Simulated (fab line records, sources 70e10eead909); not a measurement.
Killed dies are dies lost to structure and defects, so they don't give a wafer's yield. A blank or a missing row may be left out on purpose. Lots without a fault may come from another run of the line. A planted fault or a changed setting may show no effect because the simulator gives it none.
A struck lot beside a sound one | flow nand_harc | 13 steps out of a route of 1302
Sound: wafers L249.1, L249.4, L249.6. Struck: wafer L265.6. (L265.3, L265.5 of the same lot were not struck and are left out.) The cause comes at the end.
At each step with rows: each side's tool, then ch and its chambers, then its first start. Under that, the readings that differ: sound wafers | struck wafers | difference of the means | sigmas: that difference in standard deviations of wafers without a fault.
alike: readings whose means differ by less than 2 such deviations, and words and numbers that are the same on both sides. not compared: withheld readings, readings that some wafer has no value for, bounds like >300 that may hide the same value, and numbers for which the record gives no deviation and whose values overlap.
The two part at a step that has a row with sigmas, a row that says differs or no value, or rows on one side only. Numbers that don't overlap but have no deviation are shown without sigmas and don't part them. A reading that every wafer of one side lacks parts them only if that side has two wafers or more.

NHARC_A_SOURCE_PLATE_THK_MEAS_09: measures by ellipsometry.
  sound on film_metro-01, day 9 00:25; struck on film_metro-02, day 15 21:18
  alike: thk_nm
then, 3 steps without rows for these wafers: NHARC_A_SOURCE_PLATE_PVD_04 (deposits WSi2, target thk 50 nm); NHARC_A_SOURCE_PLATE_CVD_03 (deposits poly-Si, target thk 200 nm, time 4000 s); NHARC_A_SOURCE_PLATE_ANNEAL_05 (time 1800 s).
NHARC_A_SOURCE_PLATE_THK_MEAS_06: measures by ellipsometry.
  sound on film_metro-02, day 9 13:28; struck on film_metro-01, day 16 11:01
  alike: thk_nm
NHARC_A_SOURCE_PLATE_INSPECT_08:
  sound on defect_inspect-02, day 9 13:34; struck on defect_inspect-02, day 16 11:05
  alike: raw_defect_count
then, 1 step without rows for these wafers: NHARC_A_ONON_D1_DEP_00 (target thk 1000 nm).
NHARC_A_ONON_D1_THK_MEAS_02: measures by ellipsometry.
  sound on film_metro-01, day 9 14:09; struck on film_metro-01, day 16 11:41
  alike: thk_nm
then, 1 step without rows for these wafers: NHARC_A_ONON_D1_DEP_03 (target thk 1000 nm).
NHARC_A_ONON_D1_THK_MEAS_05: measures by ellipsometry.
  sound on film_metro-01, day 9 14:43; struck on film_metro-02, day 16 12:14
  alike: thk_nm
NHARC_A_ONON_D1_DEP_06: target thk 1000 nm.
  sound on pecvd_onon-01 ch 0, day 9 14:46; struck on pecvd_onon-01 ch 0, day 16 12:25
NHARC_A_ONON_D1_THK_MEAS_08: measures by ellipsometry.
  sound on film_metro-02, day 9 15:16; struck on film_metro-02, day 16 12:49
  reading     | sound       | struck | difference | sigmas
  thk_nm (nm) | 992 992 990 | 928    | -63        | -6
then, 1 step without rows for these wafers: NHARC_A_ONON_D1_DEP_09 (target thk 1000 nm).

WHERE THEY PART
Only at NHARC_A_ONON_D1_THK_MEAS_08, within this record.

WHY: what the simulator had put in
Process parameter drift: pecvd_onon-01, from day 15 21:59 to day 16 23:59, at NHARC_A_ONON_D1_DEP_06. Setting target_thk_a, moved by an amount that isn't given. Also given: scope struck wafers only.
